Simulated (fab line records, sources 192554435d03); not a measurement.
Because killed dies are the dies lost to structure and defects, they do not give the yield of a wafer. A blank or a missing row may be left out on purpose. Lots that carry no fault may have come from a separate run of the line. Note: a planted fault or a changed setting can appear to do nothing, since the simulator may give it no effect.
Code-filled problem report in 8D (eight disciplines) form :: flow n5-finfet :: the parts of the form that need people (team, actions taken, sign-off) are left out

## 1. WHAT WENT WRONG
spin-speed-rpm at N5_BEOL_M0_SAQP_COAT_82 reads a mean of 1591.7 rpm on 6 wafers of 2 lots; wafers without a fault read 1500.0 rpm with a standard deviation of 0.96. Relative to the usual mean, that is a shift of +95 standard deviations.
The step: time 60 s, resist thk 30 nm.
First observed at day 10 08:14: wafer L199.2, on litho-track-05. At this step, 18 wafers from 6 lots have a number in the record. By rule, "out" or "out of limits" means more than 4 standard deviations away from the usual mean. All remaining wafers that have a number are taken as sound.

## 2. WHAT IT IS, WHAT IT ISN'T
question: which readings at this step
is: spin-speed-rpm
is not: dispense-pressure-kPa

question: which lots
is: L199, L201
is not: L182, L186, L200, L203

question: which wafers of those lots
is: all that have a number
is not: -

question: read on which tools
is: litho-track-05
is not: litho-track-02, litho-track-04

question: when
is: from day 10 08:14
is not: up to then (6 sound wafers); but 6 sound wafers of L200, L203 came after

## 3. THE SUSPECTS, EACH WITH WHAT RULES IT OUT
Counting: a tool at a process step up to the reading stays a suspect if it ran every lot that is out and no sound lot after the first of them.
- pecvd-01 at N5_BEOL_M0_SAQP_HM_DEP_111 (deposits SiO2 from SiH4/N2O, target thk 12 nm, time 7.2 s): ruled out as a lasting fault. Following L199 (day 10 08:09), the first lot on it that is out, the sound lots L200 were run on it.
- litho-track-05 at N5_BEOL_M0_SAQP_COAT_82 (time 60 s, resist thk 30 nm): kept. Every lot that is out went through it, starting with L199 (day 10 08:14), and after that it ran no sound lot; the last sound lot it ran before then is L186 (day 7 00:08). Out on those wafers are its own readings of spin-speed-rpm.
Remaining after the count: litho-track-05 at N5_BEOL_M0_SAQP_COAT_82.

## 4. THE CAUSE (what the simulator had put in)
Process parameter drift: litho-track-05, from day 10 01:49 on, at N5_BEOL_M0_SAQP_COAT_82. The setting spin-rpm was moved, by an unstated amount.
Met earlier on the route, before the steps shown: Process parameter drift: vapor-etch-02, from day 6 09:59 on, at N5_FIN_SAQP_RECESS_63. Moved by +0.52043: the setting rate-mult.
The count eliminated every tool but this one.

## 5. THE EFFECT CHAIN, in route order
Rows list readings where the struck wafers' mean (over those with a number) sits beyond 3 standard deviations from the usual. Scope: only readings with a usual standard deviation given in the record; hours: median across lots of the time from each lot's start at the first step in this table that gives one to its start at this step; sigmas: change in usual standard deviations.
hours: 0
step: N5_BEOL_M0_SAQP_COAT_82
reading: spin-speed-rpm
usual: 1500.0 rpm
on struck wafers: 1591.7
change: +91.7
sigmas: +95
Its process steps:
- N5_BEOL_M0_SAQP_COAT_82: time 60 s, resist thk 30 nm.
Later steps that measure or inspect, where all struck wafers having a row at the step show a number for every such reading and not one has moved that far: N5_BEOL_M0_SAQP_CD_MEAS_14, N5_BEOL_M0_SAQP_OVL_MEAS_15, N5_BEOL_M0_SAQP_INSPECT_16.

## 6. HOW IT WOULD HAVE BEEN CAUGHT EARLIER
First out-of-limits reading in this record: day 10 08:14, which is 6 hours after fault onset at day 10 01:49.
